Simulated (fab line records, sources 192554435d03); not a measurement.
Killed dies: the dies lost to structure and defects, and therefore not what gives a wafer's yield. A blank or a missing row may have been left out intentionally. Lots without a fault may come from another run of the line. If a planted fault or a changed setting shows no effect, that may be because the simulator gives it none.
fab line records	flow n5Finfet
record: lots: 24	wafers: 72	lastDay: 20
route steps=1938 shown BEOL_M2@860
lots untouched by any fault: they come from a run of this same line in which no faults occurred
startH: the number of hours between the record's first day and the start of the first shown wafer of the lot	waitH: how many hours have passed since the lot's step before this one	" unchanged from the row above	L1.1+2: several wafers, shown together as one row	- no value present, or no start provided	* or withheld: withheld	< > ~ a bound
route shown NAME@n: a module of which the file shows steps, and the number in the route of the first	usual: the fault-free wafers' mean and standard deviation	same: alike in all rows	chamber/n: place in a boat	sites: the reading at each site	_std_site: the values' standard deviation	_edge_site: inner sites' mean taken away from outer sites' mean	radiusMm: how far each site lies from the wafer's centre	mask NAME#n: copy n	behind: the most recent tool/chamber to have shaped the wafer	hold: why the lot went on hold/how many hours it stayed there/how the hold came to an end	device: transistor that didn't switch, given as n, p or np	end of line: at the end of the route, the tests of the same wafers	a step without rows: its recipe alone	killed: dies lost to structure and defects at the first sort, not the wafer's yield	map: per-die view of a wafer (x killed, . not killed, _ where there is no die)
set.NAME: the setting as run; set.NAME@STEP: as run at that earlier step	model.NAME: the simulator's own value behind a step, which no gauge read
route steps across a sampled set of lots; one table per step, one row per wafer
services: the hour from which a tool's chamber was out of use, counted from the record's first day as startH (under 0 if before that day), plus the number of hours and why
== steps ==
step: N5_BEOL_M2_ETCH_64
recipe: chemistry: N2/H2	target: SOC	targetDepthA: 750	overetchA: 225	maskMaterial: SiARC	tempC: 40	timeS: 121.9	ionEnergyEv: 200	pressureMtorr: 30	sourceW: 840	biasW: 150	n2FlowSccm: 200	h2FlowSccm: 200
usual: drypumpMotorCurrentA: 5.8/0.52	oesProductAu: 0.56/0.059	rfFwdPowerW: 837.0/2.5	rfVppV: 524.0/2.8	showerheadPlenumPTorr: 2.55/0.095	throttleValvePct: 17.9/0.33
lot.wafer	tool	chamber	startH	waitH	drypumpMotorCurrentA	oesProductAu	rfFwdPowerW	rfHoursCounterH	rfVppV	showerheadPlenumPTorr	throttleValvePct
L074.2	rieDiel-06	0	156.40	0.0	5.9	0.57	837.2	179	526.4	2.64	18.0
L074.3	"	2	"	"	6.2	0.53	843.1	212	526.9	2.63	18.0
L074.4	"	3	"	"	6.8	0.54	838.5	213	526.1	2.63	17.8
L076.3	rieDiel-03	2	157.02	0.0	5.7	0.56	838.1	167	521.1	2.43	17.7
L076.4	"	1	"	"	6.0	0.60	837.4	148	526.5	2.65	18.4
L076.5	"	1	"	"	5.9	0.59	836.3	-	526.9	2.65	18.4
L078.1	rieDiel-06	1	157.55	0.0	5.2	0.53	837.5	189	526.8	2.63	17.7
L078.3	"	3	"	"	6.8	0.54	840.5	214	526.8	2.62	17.8
L078.5	"	3	"	"	6.8	0.54	839.5	-	526.5	2.62	17.8
L075.1	rieDiel-06	2	159.82	0.0	6.2	0.53	838.2	213	525.8	2.63	18.0
L075.4	"	3	"	"	6.8	0.55	834.9	215	525.8	2.62	17.8
L075.5	"	0	"	"	5.9	0.56	833.0	-	527.6	2.64	18.0
L077.3	rieDiel-03	3	161.81	0.0	6.1	0.52	834.3	224	520.2	2.40	17.7
L077.4	"	0	"	"	4.9	0.51	837.0	249	523.3	2.50	17.8
L077.5	"	0	"	"	4.9	0.51	838.1	-	523.9	2.50	17.8
L079.3	rieDiel-03	1	162.65	0.0	5.9	0.59	836.0	150	527.4	2.65	18.4
L079.4	"	0	"	"	4.9	0.51	837.5	249	524.2	2.50	17.8
L079.6	"	0	"	"	4.9	0.52	837.2	-	523.8	2.50	17.8
L080.2	rieDiel-03	2	166.67	0.0	5.6	0.55	834.2	171	521.7	2.43	17.8
L080.4	"	2	"	"	5.6	0.56	835.6	-	518.8	2.43	17.8
L080.6	"	1	"	"	6.0	0.59	837.1	-	526.3	2.65	18.4
L081.2	rieDiel-02	3	187.50	0.0	6.4	0.55	833.7	182	520.0	2.43	17.6
L081.3	"	0	"	"	6.1	0.71	836.5	17	528.3	2.71	17.1
L081.5	"	1	"	"	5.5	0.54	834.8	-	523.9	2.53	18.3
L082.1	rieDiel-02	2	192.98	0.0	5.2	0.53	838.9	245	522.9	2.48	17.8
L082.4	"	0	"	"	6.1	0.71	840.5	19	529.5	2.71	17.1
L082.6	"	2	"	"	5.2	0.52	838.7	-	522.1	2.48	17.8
L083.1	rieDiel-03	3	196.65	0.0	6.1	0.51	837.4	237	519.1	2.40	17.7
L083.2	"	2	"	"	5.6	0.55	838.6	182	522.4	2.42	17.8
L083.6	"	0	"	"	4.9	0.73	838.5	-	522.5	2.50	17.4
L084.2	rieDiel-02	2	212.80	0.0	5.2	0.51	838.2	252	523.3	2.48	17.8
L084.4	"	3	"	"	6.3	0.55	838.7	-	519.6	2.43	17.6
L084.5	"	2	"	"	5.2	0.51	840.4	-	523.0	2.48	17.8
L086.2	rieDiel-06	2	214.24	0.0	6.2	0.52	839.7	229	526.4	2.62	18.0
L086.3	"	0	"	"	5.9	0.56	843.2	199	526.5	2.63	18.0
L086.4	"	1	"	"	5.2	0.53	837.2	208	525.0	2.62	17.7
L085.1	rieDiel-03	2	221.13	0.0	5.6	0.55	834.6	192	519.0	2.42	17.8
L085.3	"	0	"	"	4.9	0.69	841.7	13	523.8	2.50	17.4
L085.6	"	3	"	"	6.1	0.51	833.9	-	521.0	2.40	17.7
L087.3	rieDiel-03	0	224.95	0.0	4.9	0.68	836.9	14	523.0	2.50	17.4
L087.4	"	3	"	"	6.1	0.51	835.4	247	519.9	2.40	17.7
L087.5	"	1	"	"	5.9	0.57	832.7	-	527.2	2.64	18.4
L088.3	rieDiel-03	0	242.17	0.0	4.8	0.68	838.2	20	523.4	2.50	17.4
L088.5	"	2	"	"	5.6	0.54	842.4	-	519.1	2.42	17.8
L088.6	"	1	"	"	6.0	0.57	838.6	-	525.3	2.64	18.4
L089.1	rieDiel-02	1	249.83	0.0	5.5	0.54	835.1	238	522.7	2.52	18.3
L089.3	"	0	"	"	6.1	0.67	837.9	40	528.2	2.70	17.2
L089.4	"	3	"	"	6.3	0.54	835.5	208	518.9	2.42	17.6
L090.1	rieDiel-06	0	252.28	0.0	5.9	0.55	840.0	211	526.4	2.62	18.0
L090.2	"	3	"	"	6.8	0.52	837.6	244	525.0	2.61	17.9
L090.6	"	3	"	"	6.8	0.53	837.2	-	525.7	2.61	17.9
L091.3	rieDiel-03	0	255.60	0.0	4.9	0.68	834.6	28	522.3	2.49	17.4
L091.4	"	2	"	"	5.6	0.54	833.5	-	519.1	2.41	17.8
L091.5	"	1	"	"	6.0	0.57	834.8	-	525.3	2.64	18.4
L092.1	rieDiel-03	2	258.74	0.0	5.6	0.53	839.1	205	520.4	2.41	17.8
L092.3	"	1	"	"	6.0	0.57	840.0	191	526.2	2.64	18.4
L092.6	"	2	"	"	5.6	0.54	836.4	-	519.8	2.41	17.8
L093.3	rieDiel-02	2	262.14	0.0	5.2	0.70	841.2	8	522.0	2.48	17.4
L093.5	"	0	"	"	6.1	0.66	837.0	-	527.1	2.70	17.2
L093.6	"	1	"	"	5.5	0.53	835.5	-	524.1	2.52	18.3
L094.2	rieDiel-06	0	264.11	0.0	5.9	0.55	835.3	215	525.6	2.62	18.1
L094.3	"	2	"	"	6.1	0.51	840.1	244	527.4	2.62	18.1
L094.6	"	3	"	"	6.8	0.52	836.6	-	525.7	2.61	17.9
L095.1	rieDiel-02	0	275.75	0.0	6.1	0.66	836.6	51	528.4	2.69	17.2
L095.2	"	2	"	"	5.2	0.70	837.6	14	523.1	2.47	17.5
L095.3	"	1	"	"	5.5	0.53	832.3	249	521.7	2.51	18.3
L096.1	rieDiel-06	0	278.48	0.0	5.9	0.54	835.8	221	526.1	2.62	18.1
L096.2	"	2	"	"	6.2	0.50	834.0	250	526.1	2.62	18.1
L096.4	"	2	"	"	6.2	0.51	831.1	-	526.8	2.61	18.1
L097.3	rieDiel-06	0	279.74	0.0	5.9	0.54	840.9	221	526.3	2.62	18.1
L097.5	"	0	"	"	5.9	0.55	836.4	-	523.8	2.62	18.1
L097.6	"	1	"	"	5.2	0.51	838.0	-	525.7	2.61	17.8
step: N5_BEOL_M2_OCD_MEAS_38
usual: trenchDepthNm: 55.6/1.3
lot.wafer	tool	chamber	startH	waitH	trenchDepthNm
L074.2	ocd-02	-	169.95	-	55.0
L074.3	"	-	"	"	57.6
L074.4	"	-	"	"	55.5
L076.3	ocd-01	-	169.96	-	55.7
L076.4	"	-	"	"	56.7
L076.5	"	-	"	"	55.5
L078.1	ocd-02	-	169.99	-	54.2
L078.3	"	-	"	"	54.1
L078.5	"	-	"	"	53.5
L077.3	ocd-02	-	170.45	-	54.0
L077.4	"	-	"	"	54.0
L077.5	"	-	"	"	54.8
L075.1	ocd-02	-	174.96	-	56.0
L075.4	"	-	"	"	53.8
L075.5	"	-	"	"	54.1
L079.3	ocd-02	-	182.10	-	55.8
L079.4	"	-	"	"	53.8
L079.6	"	-	"	"	57.7
L080.2	ocd-02	-	182.58	-	56.5
L080.4	"	-	"	"	54.9
L080.6	"	-	"	"	57.2
L081.2	ocd-02	-	192.51	-	55.5
L081.3	"	-	"	"	54.2
L081.5	"	-	"	"	54.9
L082.1	ocd-01	-	199.53	-	58.0
L082.4	"	-	"	"	56.9
L082.6	"	-	"	"	57.2
L083.1	ocd-01	-	200.01	-	54.6
L083.2	"	-	"	"	57.4
L083.6	"	-	"	"	56.0
L086.2	ocd-01	-	236.43	-	55.5
L086.3	"	-	"	"	54.1
L086.4	"	-	"	"	55.1
L084.2	ocd-02	-	245.18	-	53.1
L084.4	"	-	"	"	57.0
L084.5	"	-	"	"	56.3
L085.1	ocd-02	-	248.05	-	55.3
L085.3	"	-	"	"	56.3
L085.6	"	-	"	"	56.1
L087.3	ocd-02	-	251.24	-	55.4
L087.4	"	-	"	"	54.4
L087.5	"	-	"	"	57.4
L088.3	ocd-01	-	254.82	-	55.2
L088.5	"	-	"	"	53.8
L088.6	"	-	"	"	57.0
L089.1	ocd-01	-	255.04	-	55.3
L089.3	"	-	"	"	55.2
L089.4	"	-	"	"	53.9
L090.1	ocd-01	-	258.45	-	57.7
L090.2	"	-	"	"	54.5
L090.6	"	-	"	"	57.5
L091.3	ocd-01	-	263.51	-	57.3
L091.4	"	-	"	"	56.1
L091.5	"	-	"	"	57.4
L093.3	ocd-02	-	269.78	-	55.3
L093.5	"	-	"	"	55.2
L093.6	"	-	"	"	57.5
L092.1	ocd-02	-	270.08	-	57.7
L092.3	"	-	"	"	56.3
L092.6	"	-	"	"	54.5
L094.2	ocd-01	-	278.34	-	57.1
L094.3	"	-	"	"	53.3
L094.6	"	-	"	"	56.4
L095.1	ocd-01	-	283.31	-	55.8
L095.2	"	-	"	"	56.4
L095.3	"	-	"	"	54.1
L096.1	ocd-01	-	283.35	-	54.7
L096.2	"	-	"	"	57.5
L096.4	"	-	"	"	54.2
L097.3	ocd-02	-	300.01	-	57.4
L097.5	"	-	"	"	53.9
L097.6	"	-	"	"	56.2
step: N5_BEOL_M2_ALD_84
recipe: material: TaN	targetThkA: *	tempC: 275	aldPrecursorFamily: PDMAT	aldCoReactant: NH3	pressureTorr: 3	carrierFlowSccm: 1500	pulseTimeS: 2	purgeTimeS: 3	coReactantPurgeTimeS: 2	coReactantPulseTimeS: 3	aldCycles: 30	precursorVesselTempC: 75	precursorVesselPressureTorr: 26.25	precursorVesselCarrierSccm: 1000
usual: heaterPowerW: 415/47
same: aldCycles: 30
lot.wafer	tool	chamber	startH	waitH	heaterPowerW
L076.3	aldMetal-02	1	170.25	0.0	371
L076.4	"	2	"	"	407
L076.5	"	0	"	"	508
L078.1	aldMetal-01	2	170.43	0.1	361
L078.3	"	3	"	"	456
L078.5	"	1	"	"	360
L074.2	aldMetal-04	2	170.84	0.3	377
L074.3	"	0	"	"	465
L074.4	"	3	"	"	425
L077.3	aldMetal-02	0	170.92	0.1	506
L077.4	"	1	"	"	376
L077.5	"	3	"	"	432
L075.1	aldMetal-01	0	175.38	0.1	417
L075.4	"	2	"	"	367
L075.5	"	3	"	"	454
L079.3	aldMetal-01	1	182.42	0.0	360
L079.4	"	2	"	"	365
L079.6	"	1	"	"	365
L080.2	aldMetal-04	2	182.99	0.0	386
L080.4	"	1	"	"	387
L080.6	"	3	"	"	423
L081.2	aldMetal-04	0	192.95	0.1	484
L081.3	"	2	"	"	382
L081.5	"	1	"	"	386
L082.1	aldMetal-01	3	200.14	0.1	456
L082.4	"	1	"	"	361
L082.6	"	2	"	"	366
L083.1	aldMetal-02	3	201.94	0.0	417
L083.2	"	2	"	"	403
L083.6	"	1	"	"	384
L086.2	aldMetal-02	1	236.91	0.0	393
L086.3	"	0	"	"	498
L086.4	"	2	"	"	398
L084.2	aldMetal-01	2	245.82	0.1	360
L084.4	"	3	"	"	473
L084.5	"	3	"	"	459
L085.1	aldMetal-02	3	248.71	0.0	434
L085.3	"	2	"	"	398
L085.6	"	0	"	"	503
L087.3	aldMetal-01	3	251.86	0.0	461
L087.4	"	1	"	"	367
L087.5	"	1	"	"	366
L088.3	aldMetal-01	2	255.56	0.0	357
L088.5	"	0	"	"	395
L088.6	"	3	"	"	481
L089.1	aldMetal-02	3	255.72	0.0	430
L089.3	"	0	"	"	518
L089.4	"	2	"	"	408
L090.1	aldMetal-01	3	258.90	0.0	466
L090.2	"	1	"	"	374
L090.6	"	0	"	"	403
L091.3	aldMetal-01	2	263.85	0.1	371
L091.4	"	1	"	"	363
L091.5	"	3	"	"	462
L093.3	aldMetal-01	0	270.17	0.1	397
L093.5	"	0	"	"	402
L093.6	"	1	"	"	365
L092.1	aldMetal-04	1	270.51	0.0	380
L092.3	"	2	"	"	376
L092.6	"	0	"	"	477
L094.2	aldMetal-04	2	278.92	0.0	387
L094.3	"	1	"	"	383
L094.6	"	0	"	"	467
L095.1	aldMetal-02	3	283.76	0.0	418
L095.2	"	1	"	"	397
L095.3	"	0	"	"	502
L096.1	aldMetal-01	3	283.92	0.0	462
L096.2	"	2	"	"	359
L096.4	"	0	"	"	410
L097.3	aldMetal-02	1	300.96	0.0	379
L097.5	"	0	"	"	504
L097.6	"	3	"	"	433
step: N5_BEOL_M2_SPUTTER_81
recipe: material: Cu	targetThkA: 45	tempC: -20	chamberPressurePa: 0.07	powerW: withheld	timeS: 8.29
usual: throttleValvePct: 29.8/0.95
lot.wafer	tool	chamber	startH	waitH	throttleValvePct
L076.3	pvdSputter-01	-	171.23	0.1	31.3
L076.4	"	-	"	"	30.0
L076.5	"	-	"	"	28.7
L078.1	pvdSputter-03	-	171.45	0.1	31.3
L078.3	"	-	"	"	29.9
L078.5	"	-	"	"	30.0
L074.2	pvdSputter-01	-	173.07	0.1	29.8
L074.3	"	-	"	"	31.6
L074.4	"	-	"	"	28.6
L077.3	pvdSputter-03	-	173.29	0.1	30.2
L077.4	"	-	"	"	31.1
L077.5	"	-	"	"	29.8
L075.1	pvdSputter-01	-	176.27	0.1	28.7
L075.4	"	-	"	"	29.0
L075.5	"	-	"	"	28.8
L079.3	pvdSputter-01	-	183.53	0.1	28.5
L079.4	"	-	"	"	29.1
L079.6	"	-	"	"	28.8
L080.2	pvdSputter-01	-	185.79	0.1	31.7
L080.4	"	-	"	"	28.5
L080.6	"	-	"	"	31.4
L081.2	pvdSputter-03	-	193.90	0.1	29.1
L081.3	"	-	"	"	30.1
L081.5	"	-	"	"	31.0
L082.1	pvdSputter-03	-	201.22	0.1	29.1
L082.4	"	-	"	"	29.9
L082.6	"	-	"	"	30.0
L083.1	pvdSputter-02	-	202.94	0.1	28.6
L083.2	"	-	"	"	30.0
L083.6	"	-	"	"	29.8
L086.2	pvdSputter-02	-	238.05	0.1	29.2
L086.3	"	-	"	"	29.6
L086.4	"	-	"	"	29.3
L084.2	pvdSputter-01	-	246.78	0.1	28.7
L084.4	"	-	"	"	31.4
L084.5	"	-	"	"	28.8
L085.1	pvdSputter-03	-	249.62	0.1	29.9
L085.3	"	-	"	"	29.9
L085.6	"	-	"	"	29.9
L087.3	pvdSputter-03	-	253.00	0.1	29.2
L087.4	"	-	"	"	31.3
L087.5	"	-	"	"	29.2
L088.3	pvdSputter-03	-	256.62	0.1	31.4
L088.5	"	-	"	"	30.2
L088.6	"	-	"	"	31.2
L089.1	pvdSputter-01	-	256.84	0.1	30.0
L089.3	"	-	"	"	31.6
L089.4	"	-	"	"	28.6
L090.1	pvdSputter-02	-	259.89	0.1	29.3
L090.2	"	-	"	"	28.6
L090.6	"	-	"	"	28.5
L091.3	pvdSputter-02	-	264.97	0.1	29.4
L091.4	"	-	"	"	30.0
L091.5	"	-	"	"	29.3
L093.3	pvdSputter-03	-	271.50	0.1	30.2
L093.5	"	-	"	"	29.2
L093.6	"	-	"	"	30.0
L092.1	pvdSputter-03	-	273.34	0.1	30.1
L092.3	"	-	"	"	29.3
L092.6	"	-	"	"	29.2
L094.2	pvdSputter-02	-	279.88	0.1	29.5
L094.3	"	-	"	"	30.0
L094.6	"	-	"	"	28.5
L095.1	pvdSputter-01	-	284.74	0.1	28.6
L095.2	"	-	"	"	29.9
L095.3	"	-	"	"	31.7
L096.1	pvdSputter-03	-	284.83	0.1	31.5
L096.2	"	-	"	"	29.2
L096.4	"	-	"	"	30.0
L097.3	pvdSputter-01	-	302.20	0.1	31.4
L097.5	"	-	"	"	28.6
L097.6	"	-	"	"	28.7
step: N5_BEOL_M2_SPUTTER_88
recipe: material: Cu	targetThkA: 45	tempC: -20	chamberPressurePa: 0.07	powerW: withheld	timeS: 8.29
usual: throttleValvePct: 29.8/0.97
lot.wafer	tool	chamber	startH	waitH	throttleValvePct
L076.3	pvdSputter-01	-	171.67	0.1	31.6
L076.4	"	-	"	"	30.3
L076.5	"	-	"	"	28.6
L078.1	pvdSputter-03	-	171.89	0.1	31.3
L078.3	"	-	"	"	29.6
L078.5	"	-	"	"	30.0
L074.2	pvdSputter-01	-	173.51	0.1	29.8
L074.3	"	-	"	"	31.5
L074.4	"	-	"	"	28.6
L077.3	pvdSputter-03	-	173.73	0.1	29.8
L077.4	"	-	"	"	31.5
L077.5	"	-	"	"	30.0
L075.1	pvdSputter-01	-	176.71	0.1	28.8
L075.4	"	-	"	"	28.6
L075.5	"	-	"	"	28.6
L079.3	pvdSputter-01	-	183.97	0.1	28.4
L079.4	"	-	"	"	29.1
L079.6	"	-	"	"	28.6
L080.2	pvdSputter-01	-	186.23	0.1	31.4
L080.4	"	-	"	"	28.4
L080.6	"	-	"	"	31.2
L081.2	pvdSputter-03	-	194.34	0.1	29.2
L081.3	"	-	"	"	30.0
L081.5	"	-	"	"	31.4
L082.1	pvdSputter-03	-	201.66	0.1	29.4
L082.4	"	-	"	"	29.9
L082.6	"	-	"	"	30.0
L083.1	pvdSputter-02	-	203.38	0.1	28.5
L083.2	"	-	"	"	29.8
L083.6	"	-	"	"	29.7
L086.2	pvdSputter-02	-	238.49	0.1	29.7
L086.3	"	-	"	"	29.9
L086.4	"	-	"	"	29.0
L084.2	pvdSputter-01	-	247.22	0.1	28.6
L084.4	"	-	"	"	31.4
L084.5	"	-	"	"	28.7
L085.1	pvdSputter-03	-	250.06	0.1	30.0
L085.3	"	-	"	"	29.7
L085.6	"	-	"	"	30.1
L087.3	pvdSputter-03	-	253.44	0.1	29.1
L087.4	"	-	"	"	31.2
L087.5	"	-	"	"	29.3
L088.3	pvdSputter-03	-	257.06	0.1	31.3
L088.5	"	-	"	"	30.1
L088.6	"	-	"	"	31.3
L089.1	pvdSputter-01	-	257.28	0.1	30.1
L089.3	"	-	"	"	31.7
L089.4	"	-	"	"	28.6
L090.1	pvdSputter-02	-	260.33	0.1	29.6
L090.2	"	-	"	"	28.4
L090.6	"	-	"	"	28.6
L091.3	pvdSputter-02	-	265.41	0.1	29.3
L091.4	"	-	"	"	29.7
L091.5	"	-	"	"	29.3
L093.3	pvdSputter-03	-	271.94	0.1	29.7
L093.5	"	-	"	"	29.0
L093.6	"	-	"	"	30.4
L092.1	pvdSputter-03	-	273.78	0.1	29.8
L092.3	"	-	"	"	29.3
L092.6	"	-	"	"	29.4
L094.2	pvdSputter-02	-	280.32	0.1	29.7
L094.3	"	-	"	"	29.7
L094.6	"	-	"	"	28.6
L095.1	pvdSputter-01	-	285.18	0.1	28.5
L095.2	"	-	"	"	29.7
L095.3	"	-	"	"	31.6
L096.1	pvdSputter-03	-	285.27	0.1	31.3
L096.2	"	-	"	"	29.4
L096.4	"	-	"	"	30.1
L097.3	pvdSputter-01	-	302.64	0.1	31.4
L097.5	"	-	"	"	28.8
L097.6	"	-	"	"	28.7
step: N5_BEOL_M2_ANNEAL_89
recipe: tempC: 400	timeS: 240	ambient: vacuum
usual: heaterPowerW: 838/120
lot.wafer	tool	chamber	startH	waitH	heaterPowerW
L076.3	pvdSputter-01	-	171.75	0.0	892
L076.4	"	-	"	"	790
L076.5	"	-	"	"	723
L078.1	pvdSputter-03	-	171.97	0.0	798
L078.3	"	-	"	"	844
L078.5	"	-	"	"	686
L074.2	pvdSputter-01	-	173.59	0.0	807
L074.3	"	-	"	"	900
L074.4	"	-	"	"	796
L077.3	pvdSputter-03	-	173.81	0.0	713
L077.4	"	-	"	"	783
L077.5	"	-	"	"	833
L075.1	pvdSputter-01	-	176.79	0.0	713
L075.4	"	-	"	"	791
L075.5	"	-	"	"	742
L079.3	pvdSputter-01	-	184.05	0.0	793
L079.4	"	-	"	"	727
L079.6	"	-	"	"	720
L080.2	pvdSputter-01	-	186.31	0.0	868
L080.4	"	-	"	"	784
L080.6	"	-	"	"	884
L081.2	pvdSputter-03	-	194.42	0.0	1070
L081.3	"	-	"	"	826
L081.5	"	-	"	"	791
L082.1	pvdSputter-03	-	201.74	0.0	1065
L082.4	"	-	"	"	690
L082.6	"	-	"	"	695
L083.1	pvdSputter-02	-	203.46	0.0	808
L083.2	"	-	"	"	1067
L083.6	"	-	"	"	1079
L086.2	pvdSputter-02	-	238.57	0.0	756
L086.3	"	-	"	"	1060
L086.4	"	-	"	"	890
L084.2	pvdSputter-01	-	247.30	0.0	719
L084.4	"	-	"	"	887
L084.5	"	-	"	"	806
L085.1	pvdSputter-03	-	250.14	0.0	859
L085.3	"	-	"	"	701
L085.6	"	-	"	"	682
L087.3	pvdSputter-03	-	253.52	0.0	1071
L087.4	"	-	"	"	779
L087.5	"	-	"	"	1090
L088.3	pvdSputter-03	-	257.14	0.0	770
L088.5	"	-	"	"	700
L088.6	"	-	"	"	795
L089.1	pvdSputter-01	-	257.36	0.0	792
L089.3	"	-	"	"	873
L089.4	"	-	"	"	812
L090.1	pvdSputter-02	-	260.41	0.0	760
L090.2	"	-	"	"	815
L090.6	"	-	"	"	804
L091.3	pvdSputter-02	-	265.49	0.0	907
L091.4	"	-	"	"	1120
L091.5	"	-	"	"	890
L093.3	pvdSputter-03	-	272.02	0.0	839
L093.5	"	-	"	"	1048
L093.6	"	-	"	"	835
L092.1	pvdSputter-03	-	273.86	0.0	705
L092.3	"	-	"	"	1099
L092.6	"	-	"	"	1076
L094.2	pvdSputter-02	-	280.40	0.0	759
L094.3	"	-	"	"	1100
L094.6	"	-	"	"	801
L095.1	pvdSputter-01	-	285.26	0.0	777
L095.2	"	-	"	"	792
L095.3	"	-	"	"	860
L096.1	pvdSputter-03	-	285.35	0.0	777
L096.2	"	-	"	"	1066
L096.4	"	-	"	"	855
L097.3	pvdSputter-01	-	302.72	0.0	858
L097.5	"	-	"	"	783
L097.6	"	-	"	"	712
== services ==
tool	chamber	startH	hours	kind
pvdSputter-02	-	134.10	2.2	repair
pvdSputter-01	-	135.91	8.5	repair
aldMetal-01	-	139.11	0.6	repair
pvdSputter-03	-	147.37	0.7	repair
rieDiel-03	0	163.82	-	clean
rieDiel-03	0	163.82	-	consumableReplace:focusRing
rieDiel-03	0	163.82	23.9	scheduledDown
rieDiel-03	0	163.82	23.9	ventCycle
rieDiel-02	2	187.41	4.7	repair
rieDiel-06	2	204.99	5.7	repair
rieDiel-02	0	209.63	4.7	repair
rieDiel-02	2	215.22	8.0	repair
aldMetal-02	3	215.35	28.4	repair
rieDiel-03	2	232.24	9.5	repair
rieDiel-06	-	234.94	0.5	repair
rieDiel-03	3	245.80	5.4	repair
rieDiel-03	3	251.28	-	clean
rieDiel-03	3	251.28	-	consumableReplace:focusRing
rieDiel-03	3	251.28	-	consumableReplace:showerhead
rieDiel-03	3	251.28	21.2	scheduledDown
rieDiel-03	3	251.28	21.2	ventCycle
rieDiel-06	3	268.66	-	clean
rieDiel-06	3	268.66	-	consumableReplace:focusRing
aldMetal-02	-	299.15	0.8	repair
== key ==
fault none
